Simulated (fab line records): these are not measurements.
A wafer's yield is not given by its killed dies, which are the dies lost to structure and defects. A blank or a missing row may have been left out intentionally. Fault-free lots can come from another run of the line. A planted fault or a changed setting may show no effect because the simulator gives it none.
fab line records | flow nand_harc | part 2 of 2: steps 20 to 28 of 28
record: lots: 5 | wafers: 15 | last_day: 33
route steps=1302 shown A_SLIT@923 A_SIN_REMOVE@947
lots that met no fault: from a run of the same line without faults
start_h: start of the lot's first displayed wafer, in hours after the record's first day | wait_h: how many hours have passed since the lot's step before this one | " unchanged from the row above | L1.1+2: several wafers, shown together as one row | - value missing, or start not given | * or withheld: withheld | < > ~ a bound
route shown NAME@n: a module of which the file shows steps, and the number in the route of the first | usual: mean/standard deviation of fault-free wafers | same: alike in all rows | chamber/n: place in a boat | sites: the reading at each site | _std_site: how widely they spread, as a standard deviation | _edge_site: mean of outer sites minus mean of inner sites | radius_mm: for every site, how far away it sits from the centre of the wafer | mask NAME#n: copy n | behind: the most recent tool/chamber to have shaped the wafer | hold: reason for holding the lot/hours on hold/outcome of the hold | device: the n, p or np transistor that did not switch | end of line: the tests these same wafers got at the end of their route | a step with no rows: only its recipe | killed: not the wafer's yield, but the dies lost to structure and defects at the first sort | map: per-die view of a wafer (x killed, . not killed, _ where there is no die)
set.NAME: the run value of the setting; set.NAME@STEP: its run value at that earlier step | model.NAME: the simulator's own value behind a step, which no gauge read
lots at some steps of the route; a table a step, a row a wafer
services: from which hour (start_h, from the record's first day; less than 0 if before it) a tool's chamber was out of use, for how many hours, and why
== steps ==
step: NHARC_A_SLIT_ETCH_29
recipe: target_depth_a: 1000 | overetch_a: 100 | time_s: 55 | ion_energy_ev: 100 | cf4_flow_sccm: 80 | o2_flow_sccm: 20 | ar_flow_sccm: 0 | rf_w: 300 | bias_w: 100 | chemistry: CF4/O2
usual: chamber_pressure_mTorr: 30.005/0.028 | drypump_motor_current_A: 5.8/0.38 | mfc_ar_sccm: 0.006/0.011 | o2_flow_sccm: 20.00/0.061 | oes_ar_750_au: 0.999/0.0044 | oes_product_au: 0.999/0.011 | rf_vpp_V: 197.7/1.2 | showerhead_plenum_p_Torr: 1.34/0.044 | throttle_valve_pct: 13.398/0.0076
lot.wafer | tool        | chamber | start_h | wait_h | chamber_pressure_mTorr | drypump_motor_current_A | mfc_ar_sccm | o2_flow_sccm | oes_ar_750_au | oes_product_au | rf_hours_counter_h | rf_vpp_V | showerhead_plenum_p_Torr | throttle_valve_pct
L078.4    | rie_diel-11 | 1       | 497.22  | 0.1    | 30.013                 | 6.0                     | 0.006       | 20.03        | 0.993         | 1.006          | 2                  | 199.3    | 1.40                     | 13.386
L078.2    | "           | 3       | "       | "      | 29.987                 | 4.7                     | 0           | 20.03        | 0.995         | 1.005          | 1                  | 195.8    | 1.30                     | 13.397
L078.5    | "           | 2       | "       | "      | 30.013                 | 5.6                     | 0           | 20.01        | 1.000         | 1.003          | -                  | 199.0    | 1.36                     | 13.411
L077.4    | rie_diel-03 | 1       | 497.96  | 0.1    | 29.960                 | 5.8                     | 0           | 19.94        | 0.995         | 0.991          | 2                  | 197.4    | 1.29                     | 13.395
L077.1    | "           | 2       | "       | "      | 29.946                 | 6.2                     | 0.006       | 20.09        | 1.002         | 1.016          | 2                  | 196.9    | 1.27                     | 13.407
L077.5    | "           | 1       | "       | "      | 30.017                 | 5.8                     | 0           | 19.99        | 0.999         | 0.985          | -                  | 196.5    | 1.29                     | 13.397
L085.2    | rie_diel-11 | 1       | 574.79  | 0.1    | 29.994                 | 6.0                     | 0.006       | 20.07        | 1.008         | 1.005          | 4                  | 200.7    | 1.40                     | 13.398
L085.3    | "           | 2       | "       | "      | 30.016                 | 5.6                     | 0           | 20.02        | 0.992         | 0.997          | 5                  | 198.8    | 1.35                     | 13.409
L085.5    | "           | 1       | "       | "      | 30.036                 | 6.0                     | 0.006       | 19.96        | 0.997         | 0.997          | -                  | 199.0    | 1.40                     | 13.415
L094.4    | rie_diel-03 | 0       | 665.64  | 0.1    | 30.004                 | 5.8                     | 0           | 19.95        | 0.988         | 0.995          | 0                  | 196.1    | 1.29                     | 13.406
L094.1    | "           | 2       | "       | "      | 30.028                 | 6.2                     | 0.006       | 19.95        | 0.997         | 1.001          | 0                  | 198.3    | 1.27                     | 13.399
L094.6    | "           | 3       | "       | "      | 29.984                 | 5.7                     | 0.007       | 19.98        | 0.991         | 1.009          | -                  | 197.3    | 1.34                     | 13.398
L096.4    | rie_diel-09 | 1       | 686.63  | 0.1    | 30.000                 | 5.3                     | 0           | 19.88        | 0.992         | 0.991          | 0                  | 195.5    | 1.31                     | 13.400
L096.3    | "           | 2       | "       | "      | 29.988                 | 6.1                     | 0           | 20.01        | 1.001         | 0.993          | 0                  | 198.5    | 1.36                     | 13.388
L096.1    | "           | 0       | "       | "      | 29.960                 | 5.9                     | 0.040       | 20.06        | 0.999         | 1.000          | 0                  | 199.6    | 1.40                     | 13.390
step: NHARC_A_SLIT_STRIP_18
recipe: o2_flow_sccm: 500 | ar_flow_sccm: 0 | bias_w: 0 | chemistry: O2
usual: chamber_pressure_mTorr: 60.00/0.051 | drypump_motor_current_A: 5.8/0.41 | mfc_ar_sccm: 0.006/0.011 | o2_flow_sccm: 499.8/1.6 | oes_product_au: 0.999/0.011 | rf_vpp_V: 57.8/0.92 | showerhead_plenum_p_Torr: 3.53/0.11 | throttle_valve_pct: 17.037/0.0091
lot.wafer | tool        | chamber | start_h | wait_h | chamber_pressure_mTorr | drypump_motor_current_A | mfc_ar_sccm | o2_flow_sccm | oes_product_au | rf_hours_counter_h | rf_vpp_V | showerhead_plenum_p_Torr | throttle_valve_pct
L078.2    | rie_diel-11 | 0       | -       | -      | 59.98                  | 6.2                     | 0.022       | 499.2        | 1.011          | 2                  | 57.7     | 3.65                     | 17.041
L078.4    | "           | 2       | "       | "      | 60.09                  | 5.6                     | 0           | 500.5        | 1.004          | 1                  | 58.6     | 3.58                     | 17.040
L078.5    | "           | 0       | "       | "      | 59.91                  | 6.2                     | 0.022       | 497.9        | 1.018          | -                  | 58.6     | 3.65                     | 17.046
L077.1    | rie_diel-03 | 0       | -       | -      | 59.95                  | 5.8                     | 0           | 498.6        | 0.983          | 1                  | 57.7     | 3.42                     | 17.039
L077.4    | "           | 2       | "       | "      | 60.05                  | 6.2                     | 0.006       | 501.4        | 1.011          | 2                  | 57.4     | 3.37                     | 17.037
L077.5    | "           | 3       | "       | "      | 59.96                  | 5.7                     | 0.007       | 501.6        | 0.990          | -                  | 59.1     | 3.54                     | 17.040
L085.2    | rie_diel-11 | 2       | -       | -      | 59.98                  | 5.6                     | 0           | 498.3        | 1.001          | 5                  | 59.6     | 3.58                     | 17.052
L085.3    | "           | 3       | "       | "      | 59.89                  | 4.8                     | 0           | 498.7        | 1.015          | 5                  | 58.6     | 3.43                     | 17.033
L085.5    | "           | 1       | "       | "      | 59.97                  | 6.0                     | 0.006       | 502.3        | 1.002          | -                  | 59.3     | 3.69                     | 17.048
L094.1    | rie_diel-03 | 1       | -       | -      | 59.94                  | 5.7                     | 0           | 500.2        | 0.998          | 0                  | 57.7     | 3.40                     | 17.031
L094.4    | "           | 2       | "       | "      | 59.99                  | 6.2                     | 0.006       | 499.8        | 1.003          | 0                  | 58.1     | 3.36                     | 17.033
L094.6    | "           | 0       | "       | "      | 59.96                  | 5.8                     | 0           | 498.9        | 0.979          | -                  | 57.4     | 3.41                     | 17.029
L096.3    | rie_diel-09 | 0       | -       | -      | 59.99                  | 5.9                     | 0.040       | 500.4        | 0.993          | 0                  | 57.4     | 3.69                     | 17.028
L096.4    | "           | 1       | "       | "      | 59.97                  | 5.3                     | 0           | 498.0        | 0.997          | 0                  | 57.3     | 3.46                     | 17.038
L096.1    | "           | 3       | "       | "      | 59.93                  | 5.9                     | 0           | 498.2        | 0.997          | 0                  | 56.6     | 3.49                     | 17.037
step: NHARC_A_SLIT_PRECLEAN_19
recipe: time_s: * | temp_c: 50 | bath_age_min: 0 | chemistry: SC1
usual: sc1_h2o2_end_mol_l: 0.3697/0.00069
same: bath_age_min: 0
lot.wafer | tool         | chamber | start_h | wait_h | sc1_h2o2_end_mol_l
L078.2    | wet_bench-01 | 2       | 497.63  | -      | 0.3710
L078.5    | "            | 5       | "       | "      | 0.3696
L078.4    | "            | 6       | "       | "      | 0.3694
L077.5    | wet_bench-05 | 1       | 498.35  | -      | 0.3702
L077.1    | "            | 2       | "       | "      | 0.3692
L077.4    | "            | 5       | "       | "      | 0.3685
L085.2    | wet_bench-04 | 4       | 575.19  | -      | 0.3692
L085.3    | "            | 6       | "       | "      | 0.3694
L085.5    | "            | 7       | "       | "      | 0.3704
L094.6    | wet_bench-05 | 3       | 666.02  | -      | 0.3687
L094.4    | "            | 5       | "       | "      | 0.3702
L094.1    | "            | 7       | "       | "      | 0.3693
L096.4    | wet_bench-04 | 4       | 687.03  | -      | 0.3694
L096.3    | "            | 6       | "       | "      | 0.3698
L096.1    | "            | 0       | "       | "      | 0.3697
step: NHARC_A_SLIT_SRD_20
lot.wafer  | tool         | chamber | start_h | wait_h
L078.2+5+4 | wet_bench-01 | 2,5,6   | -       | -
L077.5+1+4 | wet_bench-05 | 1,2,5   | -       | -
L085.2+3+5 | wet_bench-04 | 4,6,7   | -       | -
L094.6+4+1 | wet_bench-05 | 3,5,7   | -       | -
L096.4+3+1 | wet_bench-04 | 4,6,0   | -       | -
step: NHARC_A_SLIT_CD_MEAS_21
usual: cd_nm: 289.9/0.78
lot.wafer | tool      | chamber | start_h | wait_h | cd_nm
L078.2    | cd_sem-01 | -       | 497.76  | -      | 288.2
L078.4    | "         | -       | "       | "      | 288.0
L078.5    | "         | -       | "       | "      | 288.7
L077.1    | cd_sem-01 | -       | 498.49  | -      | 291.3
L077.4    | "         | -       | "       | "      | 291.6
L077.5    | "         | -       | "       | "      | 289.8
L085.2    | cd_sem-02 | -       | 575.33  | -      | 289.3
L085.3    | "         | -       | "       | "      | 290.2
L085.5    | "         | -       | "       | "      | 289.4
L094.1    | cd_sem-03 | -       | 666.16  | -      | 289.1
L094.4    | "         | -       | "       | "      | 288.5
L094.6    | "         | -       | "       | "      | 288.5
L096.1    | cd_sem-02 | -       | 687.17  | -      | 289.1
L096.3    | "         | -       | "       | "      | 289.3
L096.4    | "         | -       | "       | "      | 290.5
step: NHARC_A_SIN_REMOVE_WET_00
recipe: temp_c: 160 | time_s: 15300 | chemistry: H3PO4
lot.wafer  | tool         | chamber | start_h | wait_h
L077.1+4+5 | wet_h3po4-01 | 1       | 499.43  | 0.9
L078.2+4+5 | wet_h3po4-01 | 1       | 499.43  | 1.7
L085.2+3+5 | wet_h3po4-02 | 1       | 577.00  | 1.7
L094.1+4+6 | wet_h3po4-02 | 1       | 667.83  | 1.7
L096.1+3+4 | wet_h3po4-02 | 0       | 690.05  | 2.9
step: NHARC_A_SIN_REMOVE_PRECLEAN_01
recipe: time_s: * | temp_c: 50 | bath_age_min: 0 | chemistry: SC1
usual: sc1_h2o2_end_mol_l: 0.3697/0.00071
same: bath_age_min: 0
lot.wafer | tool         | chamber | start_h | wait_h | sc1_h2o2_end_mol_l
L078.2    | wet_bench-06 | 2       | 504.21  | 0.0    | 0.3704
L078.5    | "            | 6       | "       | "      | 0.3707
L078.4    | "            | 7       | "       | "      | 0.3687
L077.5    | wet_bench-02 | 5       | 504.22  | 0.0    | 0.3695
L077.1    | "            | 7       | "       | "      | 0.3692
L077.4    | "            | 0       | "       | "      | 0.3696
L085.2    | wet_bench-09 | 0       | 581.72  | 0.0    | 0.3705
L085.5    | "            | 2       | "       | "      | 0.3695
L085.3    | "            | 5       | "       | "      | 0.3701
L094.1    | wet_bench-06 | 0       | 672.67  | 0.0    | 0.3691
L094.6    | "            | 2       | "       | "      | 0.3685
L094.4    | "            | 3       | "       | "      | 0.3692
L096.4    | wet_bench-06 | 5       | 694.89  | 0.0    | 0.3692
L096.1    | "            | 6       | "       | "      | 0.3692
L096.3    | "            | 7       | "       | "      | 0.3694
step: NHARC_A_SIN_REMOVE_SRD_02
lot.wafer  | tool         | chamber | start_h | wait_h
L077.5+1+4 | wet_bench-02 | 5,7,0   | -       | -
L078.2+5+4 | wet_bench-06 | 2,6,7   | -       | -
L085.2+5+3 | wet_bench-09 | 0,2,5   | -       | -
L094.1+6+4 | wet_bench-06 | 0,2,3   | -       | -
L096.4+1+3 | wet_bench-06 | 5,6,7   | -       | -
step: NHARC_A_SIN_REMOVE_INSPECT_04
usual: raw_defect_count: 378/110
lot.wafer | tool              | chamber | start_h | wait_h | raw_defect_count
L077.1    | defect_inspect-01 | -       | 504.40  | 0.0    | 421
L077.4    | "                 | -       | "       | "      | 280
L077.5    | "                 | -       | "       | "      | 266
L078.2    | defect_inspect-02 | -       | 504.40  | 0.0    | 504
L078.4    | "                 | -       | "       | "      | 312
L078.5    | "                 | -       | "       | "      | 422
L085.2    | defect_inspect-01 | -       | 581.91  | 0.0    | 426
L085.3    | "                 | -       | "       | "      | 354
L085.5    | "                 | -       | "       | "      | 332
L094.1    | defect_inspect-02 | -       | 672.84  | 0.0    | 326
L094.4    | "                 | -       | "       | "      | 417
L094.6    | "                 | -       | "       | "      | 342
L096.1    | defect_inspect-02 | -       | 695.07  | 0.0    | 285
L096.3    | "                 | -       | "       | "      | 282
L096.4    | "                 | -       | "       | "      | 338
== services ==
tool           | chamber | start_h | hours | kind
wet_h3po4-02   | -       | 475.04  | 5.1   | repair
rie_diel-11    | 3       | 477.84  | 6.8   | repair
wet_h3po4-02   | -       | 496.11  | 2.4   | repair
rie_diel-09    | -       | 497.10  | 9.0   | pm
pecvd-03       | 1       | 499.86  | 20.1  | repair
pecvd-03       | 2       | 526.41  | 4.8   | repair
litho_track-06 | -       | 529.00  | 7.0   | pm
wet_bench-06   | -       | 545.60  | 8.0   | pm
pecvd-03       | -       | 547.33  | 13.0  | pm
litho_track-04 | -       | 553.00  | 7.0   | pm
pecvd-03       | 0       | 568.02  | 10.1  | repair
wet_bench-04   | -       | 579.20  | 8.0   | pm
rie_diel-09    | 3       | 580.02  | 9.2   | repair
rie_diel-03    | 1       | 585.83  | 3.7   | repair
rie_diel-09    | 3       | 607.23  | 8.0   | repair
rie_diel-11    | -       | 609.75  | 9.0   | pm
wet_bench-05   | -       | 612.80  | 8.0   | pm
rie_diel-09    | 1       | 622.14  | 5.5   | repair
rie_diel-03    | -       | 635.30  | 9.0   | pm
wet_bench-06   | -       | 635.41  | 6.0   | repair
wet_bench-04   | -       | 661.58  | 4.4   | repair
rie_diel-11    | 0       | 664.13  | 10.0  | repair
rie_diel-09    | -       | 674.10  | 9.0   | pm
wet_bench-04   | -       | 688.17  | 1.2   | repair
